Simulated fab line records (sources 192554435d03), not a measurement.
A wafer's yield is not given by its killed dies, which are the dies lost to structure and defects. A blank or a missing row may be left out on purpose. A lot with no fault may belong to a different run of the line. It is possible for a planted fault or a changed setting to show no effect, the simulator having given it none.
One fault through the eyes of 2 desks + flow n5 finfet + only its own numbers are on each desk; what lay behind them is given at the end

## FOR THE TOOL OWNER'S DESK: ald sin-01
The tool's own readings at N5_MOL_CONTACT_COAG_ALD_131 (deposits SiO2, target thk 5 nm, pulse time 1 s, co reactant pulse time 1 s): means of the sampled wafers that have a number, for each lot that ran on this tool. A lot is out of limits, marked OUT, if its mean lies more than 4 standard deviations from the usual mean; the brackets give that distance.
Columns: A = heater power w at N5_MOL_CONTACT_COAG_ALD_131, usual 79 W; B = precursor pulse height rel at N5_MOL_CONTACT_COAG_ALD_131, usual 1.000
| lot  | first seen here | A  | B     |
|------|-----------------|----|-------|
| L555 | day 6 03:32     | 77 | 1.004 |
| L557 | day 6 12:53     | 80 | 0.985 |
| L560 | day 7 02:27     | 79 | 1.013 |
| L571 | day 9 22:54     | 77 | 1.002 |
| L572 | day 10 08:45    | 73 | 0.997 |
| L575 | day 10 22:16    | 76 | 1.012 |
This desk's finding: nothing out of limits on any of the 6 lots.

## THE METROLOGY DESK
Lot by lot, what the gauges showed, no matter which tool ran the lot: averages of those sampled wafers that carry a number. A lot is out of limits, marked OUT, if its mean lies more than 4 standard deviations from the usual mean; the brackets give that distance. Readings shown: 7 of its 12, picked as those furthest out on some lot.
Columns: A = cd nm at N5_MOL_CONTACT_COAG_CD_MEAS_84, usual 25.11 nm; B = VG_OVL at N5_MOL_CONTACT_COAG_OVL_MEAS_85, usual 0.0 nm; C = DIBL_N at N5_BEOL_M4_RC_MEAS_101, usual 36.4 mV/V; D = DIBL_P at N5_BEOL_M4_RC_MEAS_101, usual 35.8 mV/V; E = IOFF_N at N5_BEOL_M4_RC_MEAS_101, usual 0.158 nA/um; F = ION_P at N5_BEOL_M4_RC_MEAS_101, usual 465 uA/um; G = VT_P at N5_BEOL_M4_RC_MEAS_101, usual -250 mV
| lot  | first seen here | A     | B    | C    | D    | E     | F   | G    |
|------|-----------------|-------|------|------|------|-------|-----|------|
| L555 | day 6 03:08     | 25.07 | -1.3 | 36.8 | 37.3 | 0.152 | 445 | -255 |
| L557 | day 6 12:34     | 25.39 | 0.8  | 35.5 | 33.1 | 0.126 | 462 | -248 |
| L560 | day 7 02:07     | 25.16 | 0.4  | 34.4 | 33.6 | 0.125 | 468 | -252 |
| L566 | day 8 18:56     | 25.55 | 0.4  | 36.5 | 36.2 | 0.183 | 462 | -251 |
| L570 | day 9 22:28     | 24.90 | -0.1 | 35.0 | 33.5 | 0.138 | 459 | -249 |
| L571 | day 9 22:38     | 24.93 | 0.4  | 36.7 | 36.2 | 0.156 | 461 | -254 |
| L572 | day 10 08:30    | 25.05 | 0.6  | 37.7 | 36.1 | 0.179 | 457 | -249 |
| L573 | day 10 11:36    | 25.22 | -0.3 | 36.5 | 36.5 | 0.155 | 470 | -250 |
| L574 | day 10 19:39    | 25.20 | 0.2  | 36.5 | 37.3 | 0.152 | 461 | -249 |
| L575 | day 10 22:00    | 25.33 | -1.1 | 31.8 | 31.8 | 0.109 | 460 | -253 |
This desk's finding: nothing out of limits on any of the 10 lots.

## BROUGHT TOGETHER
The desk of the tool owner found nothing out of limits.
At the metrology desk, nothing out of limits was observed.

## WHAT THE SIMULATOR HAD INSERTED
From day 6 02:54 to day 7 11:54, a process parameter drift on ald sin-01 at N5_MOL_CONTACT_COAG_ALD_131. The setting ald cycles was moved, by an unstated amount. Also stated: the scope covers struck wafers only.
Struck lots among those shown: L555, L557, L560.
